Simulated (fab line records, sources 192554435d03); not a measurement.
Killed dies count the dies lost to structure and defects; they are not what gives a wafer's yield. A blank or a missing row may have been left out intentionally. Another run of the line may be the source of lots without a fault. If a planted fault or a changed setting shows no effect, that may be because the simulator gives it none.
fab line records -- flow n5Finfet -- part 2 of 2: steps 21 to 31 of 31
record: lots: 5, wafers: 15, lastDay: 18
route steps=1938 shown BEOL_M5@1154
lots untouched by any fault: they come from a run of this same line in which no faults occurred
startH: hours from the record's first day to the start of the lot's first wafer shown -- waitH: time in hours since the lot's previous step -- " repeats the value in the row above -- L1.1+2: a row that stands for several wafers -- - no value present, or no start provided -- * or withheld: withheld -- < > ~ a bound
route shown NAME@n: a module of which the file shows steps, and the number in the route of the first -- usual: mean and standard deviation over wafers with no fault -- same: alike in all rows -- chamber/n: place in a boat -- sites: the reading at each site -- _std_site: the standard deviation of these -- _edge_site: inner sites' mean taken away from outer sites' mean -- radiusMm: for every site, how far away it sits from the centre of the wafer -- mask NAME#n: copy n -- behind: the most recent tool/chamber to have shaped the wafer -- hold: cause of the lot's hold/its duration in hours/its outcome -- device: the n, p or np transistor that did not switch -- end of line: tests of these same wafers at the route's end -- a step given without rows: its recipe and nothing more -- killed: dies that structure and defects cost at the first sort, which is not the same as the wafer's yield -- map: shows each die of a wafer: x if killed, . if not, _ if none is there
set.NAME: the setting as run; set.NAME@STEP: as run at that earlier step -- model.NAME: the simulator's own value behind a step, which no gauge read
lots at selected steps of the route; one table per step, one row per wafer
services: when a tool's chamber went out of use (startH, in hours from the record's first day, below 0 if earlier), for how many hours, and the reason
== steps ==
step: N5_BEOL_M5_CVD_47
recipe: material: Co, targetThkA: 30, tempC: withheld, precursor: CCTBA/H2, pressureTorr: 30, timeS: 216
lot.wafer,tool,chamber,startH,waitH
L075.1+2+6,cvdCo-01,"2,1,2",188.91,0.0
L084.1+2+4,cvdCo-01,"2,0,0",232.01,0.1
L089.1+2+4,cvdCo-02,"0,1,1",285.78,0.0
L093.3+5+6,cvdCo-02,"2,1,2",295.47,0.0
L096.1+2+4,cvdCo-02,"0,2,0",314.78,0.0
step: N5_BEOL_M5_SPUTTER_48
recipe: material: Cu, targetThkA: 150, tempC: -20, chamberPressurePa: 0.07, powerW: withheld, timeS: 27.62
usual: throttleValvePct: 29.5/1.1
lot.wafer,tool,chamber,startH,waitH,throttleValvePct
L075.1,pvdSputter-01,-,189.07,0.1,30.6
L075.2,pvdSputter-01,-,189.07,0.1,27.6
L075.6,pvdSputter-01,-,189.07,0.1,30.5
L084.1,pvdSputter-03,-,232.25,0.2,28.6
L084.2,pvdSputter-03,-,232.25,0.2,31.0
L084.4,pvdSputter-03,-,232.25,0.2,28.5
L089.1,pvdSputter-02,-,285.93,0.1,30.4
L089.2,pvdSputter-02,-,285.93,0.1,29.5
L089.4,pvdSputter-02,-,285.93,0.1,31.2
L093.3,pvdSputter-03,-,295.62,0.1,30.8
L093.5,pvdSputter-03,-,295.62,0.1,30.8
L093.6,pvdSputter-03,-,295.62,0.1,28.7
L096.1,pvdSputter-02,-,315.06,0.2,29.2
L096.2,pvdSputter-02,-,315.06,0.2,31.0
L096.4,pvdSputter-02,-,315.06,0.2,30.5
step: N5_BEOL_M5_ANNEAL_49
recipe: tempC: 400, timeS: 1800, ambient: vacuum
usual: heaterPowerW: 827/62
lot.wafer,tool,chamber,startH,waitH,heaterPowerW
L075.1,pvdSputter-01,-,189.15,0.0,872
L075.2,pvdSputter-01,-,189.15,0.0,797
L075.6,pvdSputter-01,-,189.15,0.0,856
L084.1,pvdSputter-03,-,232.33,0.0,793
L084.2,pvdSputter-03,-,232.33,0.0,970
L084.4,pvdSputter-03,-,232.33,0.0,762
L089.1,pvdSputter-02,-,286.01,0.0,774
L089.2,pvdSputter-02,-,286.01,0.0,904
L089.4,pvdSputter-02,-,286.01,0.0,748
L093.3,pvdSputter-03,-,295.70,0.0,987
L093.5,pvdSputter-03,-,295.70,0.0,991
L093.6,pvdSputter-03,-,295.70,0.0,795
L096.1,pvdSputter-02,-,315.14,0.0,891
L096.2,pvdSputter-02,-,315.14,0.0,755
L096.4,pvdSputter-02,-,315.14,0.0,770
step: N5_BEOL_M5_SPUTTER_81
recipe: material: Cu, targetThkA: 150, tempC: -20, chamberPressurePa: 0.07, powerW: withheld, timeS: 27.62
usual: throttleValvePct: 29.5/1.1
lot.wafer,tool,chamber,startH,waitH,throttleValvePct
L075.1,pvdSputter-01,-,190.15,0.5,30.5
L075.2,pvdSputter-01,-,190.15,0.5,28.1
L075.6,pvdSputter-01,-,190.15,0.5,30.6
L084.1,pvdSputter-03,-,233.34,0.5,28.5
L084.2,pvdSputter-03,-,233.34,0.5,31.0
L084.4,pvdSputter-03,-,233.34,0.5,28.6
L089.1,pvdSputter-02,-,287.02,0.5,30.1
L089.2,pvdSputter-02,-,287.02,0.5,29.5
L089.4,pvdSputter-02,-,287.02,0.5,31.3
L093.3,pvdSputter-03,-,296.71,0.5,31.1
L093.5,pvdSputter-03,-,296.71,0.5,30.8
L093.6,pvdSputter-03,-,296.71,0.5,28.7
L096.1,pvdSputter-02,-,316.14,0.5,29.2
L096.2,pvdSputter-02,-,316.14,0.5,31.1
L096.4,pvdSputter-02,-,316.14,0.5,30.3
step: N5_BEOL_M5_ANNEAL_82
recipe: tempC: 400, timeS: 1800, ambient: vacuum
usual: heaterPowerW: 826/58
lot.wafer,tool,chamber,startH,waitH,heaterPowerW
L075.1,pvdSputter-01,-,190.23,0.0,871
L075.2,pvdSputter-01,-,190.23,0.0,768
L075.6,pvdSputter-01,-,190.23,0.0,874
L084.1,pvdSputter-03,-,233.42,0.0,792
L084.2,pvdSputter-03,-,233.42,0.0,941
L084.4,pvdSputter-03,-,233.42,0.0,767
L089.1,pvdSputter-02,-,287.10,0.0,783
L089.2,pvdSputter-02,-,287.10,0.0,893
L089.4,pvdSputter-02,-,287.10,0.0,767
L093.3,pvdSputter-03,-,296.79,0.0,969
L093.5,pvdSputter-03,-,296.79,0.0,978
L093.6,pvdSputter-03,-,296.79,0.0,795
L096.1,pvdSputter-02,-,316.22,0.0,895
L096.2,pvdSputter-02,-,316.22,0.0,756
L096.4,pvdSputter-02,-,316.22,0.0,792
step: N5_BEOL_M5_SPUTTER_83
recipe: material: Cu, targetThkA: 150, tempC: -20, chamberPressurePa: 0.07, powerW: withheld, timeS: 27.62
usual: throttleValvePct: 29.5/1.1
lot.wafer,tool,chamber,startH,waitH,throttleValvePct
L075.1,pvdSputter-01,-,191.24,0.5,30.4
L075.2,pvdSputter-01,-,191.24,0.5,27.9
L075.6,pvdSputter-01,-,191.24,0.5,30.6
L084.1,pvdSputter-03,-,234.43,0.5,28.4
L084.2,pvdSputter-03,-,234.43,0.5,30.8
L084.4,pvdSputter-03,-,234.43,0.5,28.8
L089.1,pvdSputter-02,-,288.11,0.5,30.3
L089.2,pvdSputter-02,-,288.11,0.5,29.3
L089.4,pvdSputter-02,-,288.11,0.5,30.9
L093.3,pvdSputter-03,-,297.79,0.5,31.0
L093.5,pvdSputter-03,-,297.79,0.5,30.8
L093.6,pvdSputter-03,-,297.79,0.5,28.9
L096.1,pvdSputter-02,-,317.23,0.5,29.3
L096.2,pvdSputter-02,-,317.23,0.5,31.2
L096.4,pvdSputter-02,-,317.23,0.5,30.1
step: N5_BEOL_M5_ANNEAL_84
recipe: tempC: 400, timeS: 1800, ambient: vacuum
usual: heaterPowerW: 827/60
lot.wafer,tool,chamber,startH,waitH,heaterPowerW
L075.1,pvdSputter-01,-,191.32,0.0,851
L075.2,pvdSputter-01,-,191.32,0.0,793
L075.6,pvdSputter-01,-,191.32,0.0,867
L084.1,pvdSputter-03,-,234.51,0.0,802
L084.2,pvdSputter-03,-,234.51,0.0,974
L084.4,pvdSputter-03,-,234.51,0.0,770
L089.1,pvdSputter-02,-,288.19,0.0,758
L089.2,pvdSputter-02,-,288.19,0.0,882
L089.4,pvdSputter-02,-,288.19,0.0,752
L093.3,pvdSputter-03,-,297.87,0.0,990
L093.5,pvdSputter-03,-,297.87,0.0,978
L093.6,pvdSputter-03,-,297.87,0.0,804
L096.1,pvdSputter-02,-,317.31,0.0,881
L096.2,pvdSputter-02,-,317.31,0.0,749
L096.4,pvdSputter-02,-,317.31,0.0,775
step: N5_BEOL_M5_SPUTTER_88
recipe: material: Cu, targetThkA: 150, tempC: -20, chamberPressurePa: 0.07, powerW: withheld, timeS: 27.62
usual: throttleValvePct: 29.5/1.1
lot.wafer,tool,chamber,startH,waitH,throttleValvePct
L075.1,pvdSputter-01,-,192.33,0.5,30.6
L075.2,pvdSputter-01,-,192.33,0.5,27.7
L075.6,pvdSputter-01,-,192.33,0.5,30.7
L084.1,pvdSputter-03,-,235.51,0.5,28.5
L084.2,pvdSputter-03,-,235.51,0.5,30.9
L084.4,pvdSputter-03,-,235.51,0.5,28.7
L089.1,pvdSputter-02,-,289.19,0.5,30.5
L089.2,pvdSputter-02,-,289.19,0.5,29.2
L089.4,pvdSputter-02,-,289.19,0.5,31.1
L093.3,pvdSputter-03,-,298.88,0.5,31.1
L093.5,pvdSputter-03,-,298.88,0.5,31.0
L093.6,pvdSputter-03,-,298.88,0.5,28.8
L096.1,pvdSputter-02,-,318.32,0.5,28.9
L096.2,pvdSputter-02,-,318.32,0.5,30.9
L096.4,pvdSputter-02,-,318.32,0.5,30.3
step: N5_BEOL_M5_ANNEAL_89
recipe: tempC: 400, timeS: 1800, ambient: vacuum
usual: heaterPowerW: 829/60
lot.wafer,tool,chamber,startH,waitH,heaterPowerW
L075.1,pvdSputter-01,-,192.41,0.0,856
L075.2,pvdSputter-01,-,192.41,0.0,780
L075.6,pvdSputter-01,-,192.41,0.0,886
L084.1,pvdSputter-03,-,235.59,0.0,807
L084.2,pvdSputter-03,-,235.59,0.0,993
L084.4,pvdSputter-03,-,235.59,0.0,767
L089.1,pvdSputter-02,-,289.27,0.0,790
L089.2,pvdSputter-02,-,289.27,0.0,910
L089.4,pvdSputter-02,-,289.27,0.0,772
L093.3,pvdSputter-03,-,298.96,0.0,951
L093.5,pvdSputter-03,-,298.96,0.0,998
L093.6,pvdSputter-03,-,298.96,0.0,804
L096.1,pvdSputter-02,-,318.40,0.0,873
L096.2,pvdSputter-02,-,318.40,0.0,770
L096.4,pvdSputter-02,-,318.40,0.0,780
step: N5_BEOL_M5_SPUTTER_90
recipe: material: Cu, targetThkA: 45, tempC: -20, chamberPressurePa: 0.07, powerW: withheld, timeS: 8.29
usual: throttleValvePct: 29.5/1.1
lot.wafer,tool,chamber,startH,waitH,throttleValvePct
L075.1,pvdSputter-01,-,193.41,0.5,30.7
L075.2,pvdSputter-01,-,193.41,0.5,27.7
L075.6,pvdSputter-01,-,193.41,0.5,30.5
L084.1,pvdSputter-03,-,236.60,0.5,28.3
L084.2,pvdSputter-03,-,236.60,0.5,30.9
L084.4,pvdSputter-03,-,236.60,0.5,28.8
L089.1,pvdSputter-02,-,290.28,0.5,29.9
L089.2,pvdSputter-02,-,290.28,0.5,29.5
L089.4,pvdSputter-02,-,290.28,0.5,31.0
L093.3,pvdSputter-03,-,299.97,0.5,30.9
L093.5,pvdSputter-03,-,299.97,0.5,30.9
L093.6,pvdSputter-03,-,299.97,0.5,28.7
L096.1,pvdSputter-02,-,319.40,0.5,29.4
L096.2,pvdSputter-02,-,319.40,0.5,31.2
L096.4,pvdSputter-02,-,319.40,0.5,30.4
step: N5_BEOL_M5_ECD_50
recipe: material: Cu, targetThkA: 3000
lot.wafer,tool,chamber,startH,waitH
L075.1+2+6,ecdCu-02,"1,0,1",193.53,0.1
L084.1+2+4,ecdCu-02,"0,1,1",236.72,0.1
L089.1+2+4,ecdCu-01,"0,1,0",290.40,0.1
L093.3+5+6,ecdCu-02,"1,0,1",300.11,0.1
L096.1+2+4,ecdCu-01,"0,1,1",319.52,0.1
== services ==
tool,chamber,startH,hours,kind
rieDiel-03,3,167.69,6.6,repair
rieDiel-06,-,193.26,2.8,pm
uvCure-02,-,202.91,8.6,repair
aldMetal-04,-,204.05,1.2,repair
aldMetal-04,-,208.64,6.0,pm
ecdCu-01,-,211.78,2.0,repair
cvdCo-01,-,215.00,1.1,repair
rieDiel-06,1,217.57,10.0,repair
rieDiel-03,3,222.21,10.9,repair
aldMetal-03,-,222.29,1.4,repair
aldMetal-04,-,239.48,8.7,pm
uvCure-02,-,251.35,1.0,pm
rieDiel-03,-,252.59,14.6,pm
ecdCu-01,-,252.78,7.3,pm
uvCure-01,-,265.35,7.5,pm
rieDiel-03,2,270.09,9.5,repair
uvCure-01,-,272.90,7.5,pm
rieDiel-06,-,278.78,15.6,pm
cvdCo-02,-,281.28,3.8,pm
aldMetal-04,0,282.69,6.7,repair
uvCure-02,-,293.86,0.9,repair
aldMetal-03,-,303.68,6.0,pm
ecdCu-01,-,304.44,2.8,repair
uvCure-03,-,307.51,2.1,pm
